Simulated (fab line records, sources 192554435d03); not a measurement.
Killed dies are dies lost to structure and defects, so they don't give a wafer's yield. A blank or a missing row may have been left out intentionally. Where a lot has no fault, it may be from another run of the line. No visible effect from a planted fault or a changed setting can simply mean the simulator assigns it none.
Matching of chambers    flow n5 finfet    N5_FIN_SAQP_ETCH_57 on rie diel-04 has 4 sister chambers
The step etches SiNx in CH3F/O2, target depth 32.5 nm, time 46.4 s. 18 wafers are shown with their chamber, then 9 later ones without.

== WAFERS, EACH WITH ITS CHAMBER ==
wafer   chamber  showerhead plenum p Torr (Torr)  drypump motor current A (A)  throttle valve pct (%)
L079.1  2        2.07                             4.7                          16.82
L079.3  3        2.08                             5.6                          16.27
L079.6  1        2.06                             5.8                          16.34
L081.1  2        2.07                             4.7                          16.82
L081.4  1        2.06                             5.8                          16.35
L081.6  2        2.07                             4.7                          16.81
L083.2  1        2.05                             5.8                          16.38
L083.3  3        2.07                             5.7                          16.28
L083.4  2        2.06                             4.7                          16.82
L086.1  2        2.06                             4.7                          16.85
L086.3  0        1.89                             5.5                          16.30
L086.5  0        1.89                             5.5                          16.30
L088.1  1        2.05                             5.8                          16.40
L088.3  3        2.07                             5.6                          16.30
L088.4  0        1.89                             5.6                          16.31
L089.1  3        2.07                             5.7                          16.29
L089.2  0        1.89                             5.5                          16.31
L089.6  0        1.89                             5.5                          16.31

SIGNATURES, as means of the wafers listed above
reading                   chamber 0  chamber 1  chamber 2  chamber 3  scatter within a chamber
showerhead plenum p Torr  1.8900     2.0550     2.0660     2.0725     0.00459
drypump motor current A   5.520      5.800      4.700      5.650      0.0359
throttle valve pct        16.3060    16.3675    16.8240    16.2850    0.0165
Rule: distance of a wafer from a chamber = root of the sum over the readings of ((wafer's reading minus chamber's mean) / reading's scatter) squared. The wafer belongs to the nearest chamber; if the next one is less than 2 further off, it can't be placed. How the scatter is found: for the shown wafers, subtract from each reading the mean of its chamber, square and add these, divide the total by (wafers less chambers), then take the root.

== WAFERS MISSING THEIR CHAMBER ==
wafer   showerhead plenum p Torr (Torr)  drypump motor current A (A)  throttle valve pct (%)
L090.1  2.05                             5.8                          16.39
L090.2  2.07                             5.7                          16.32
L090.4  2.05                             5.8                          16.41
L091.4  2.06                             4.7                          16.34
L091.5  1.89                             5.6                          16.30
L091.6  2.05                             5.8                          16.41
L093.1  2.05                             5.8                          16.41
L093.2  2.07                             5.6                          16.31
L093.5  1.89                             5.6                          16.32

== CHAMBER TAKEN BY EACH ==
wafer    from the rows above   in truth
L090.1   1                     1
L090.2   3                     3
L090.4   1                     1
L091.4   3                     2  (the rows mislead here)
L091.5   0                     0
L091.6   1                     1
L093.1   1                     1
L093.2   3                     3
L093.5   0                     0
8 of 9 placed correctly. Number that these rows cannot place: 0. Placed wrongly: 1.
